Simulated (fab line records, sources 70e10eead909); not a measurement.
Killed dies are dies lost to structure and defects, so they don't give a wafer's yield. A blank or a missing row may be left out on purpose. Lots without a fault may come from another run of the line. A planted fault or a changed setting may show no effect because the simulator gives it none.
Which tool did it? | flow nand_harc | 11 lots, 33 wafers sampled, at 3 steps of a route of 1159

WHAT THE GAUGES READ, wafer by wafer
NHARC_A_CONTACT_CD_MEAS_80.
lot  | measured     | on        | cd_nm (nm)
L077 | day 17 02:17 | cd_sem-01 | 189.7 189.6 189.8
L078 | day 17 17:31 | cd_sem-03 | 188.6 189.1 190.1
L079 | day 18 07:56 | cd_sem-01 | 187.0 187.5 187.5
L082 | day 19 00:35 | cd_sem-02 | 187.1 186.5 186.8
L084 | day 19 04:41 | cd_sem-02 | 189.9 190.9 189.7
L087 | day 19 16:21 | cd_sem-01 | 187.8 187.5 189.5
L090 | day 20 13:48 | cd_sem-03 | 188.8 189.1 189.6
L093 | day 20 17:47 | cd_sem-01 | 189.5 189.1 190.0
L091 | day 21 00:03 | cd_sem-03 | 190.0 189.8 189.2
L094 | day 21 22:11 | cd_sem-01 | 189.0 190.7 190.0
L097 | day 22 01:38 | cd_sem-01 | 189.1 188.6 188.1

WHICH TOOL RAN EACH LOT (tool, then ch and the chambers of the sampled wafers, then the start)
lot  | NHARC_A_CONTACT_ETCH_129             | NHARC_A_CONTACT_ETCH_97
L077 | har_cap_etch-02 ch 0,1, day 17 00:27 | rie_diel-03 ch 1,3, day 17 02:17 or earlier
L078 | har_cap_etch-02 ch 0,1, day 17 15:50 | rie_diel-03 ch 0,1,3, day 17 17:31 or earlier
L079 | har_cap_etch-03 ch 0, day 18 06:35   | rie_diel-03 ch 1,2,3, day 18 07:56 or earlier
L082 | har_cap_etch-01 ch 0,1, day 18 23:12 | rie_diel-03 ch 0,1, day 19 00:35 or earlier
L084 | har_cap_etch-01 ch 0,1, day 19 03:16 | rie_diel-11 ch 2,3, day 19 04:41 or earlier
L087 | har_cap_etch-02 ch 0,1, day 19 15:01 | rie_diel-03 ch 0,1,2, day 19 16:21 or earlier
L090 | har_cap_etch-01 ch 0,1, day 20 12:28 | rie_diel-11 ch 0,1,2, day 20 13:48 or earlier
L093 | har_cap_etch-02 ch 0,1, day 20 16:26 | rie_diel-12 ch 0,1, day 20 17:47 or earlier
L091 | har_cap_etch-03 ch 0, day 20 22:43   | rie_diel-11 ch 0,3, day 21 00:03 or earlier
L094 | har_cap_etch-03 ch 1, day 21 20:50   | rie_diel-11 ch 0,1, day 21 22:11 or earlier
L097 | har_cap_etch-01 ch 0,1, day 22 00:17 | rie_diel-03 ch 0,1,2, day 22 01:38 or earlier
- NHARC_A_CONTACT_ETCH_129: etches the open film in C4F8/O2/Ar, time 155 s, target depth 956 nm.
- NHARC_A_CONTACT_ETCH_97: etches the open film in C4F6/O2, target depth 20 nm, time 10 s.

THE ANSWER, worked out from the rows above alone
Rule: what is usual is taken from the lots themselves. Put in order of their means at a reading, lots are off if they are a third of the lots or fewer, leave a main group of 4 or more, and stand apart from it by a gap of 3 or more times the standard deviation of the main group's means; of several such gaps the widest counts. A main group whose means are all the same, to the digits that the tables above print for the reading, isn't used. A lot without any number at a reading at which 4 lots or more have one is off too. The other lots that the step has rows for count as sound.
No lot is off at any reading shown: from this, nothing can be told.

WHAT THE SIMULATOR HAD PUT IN
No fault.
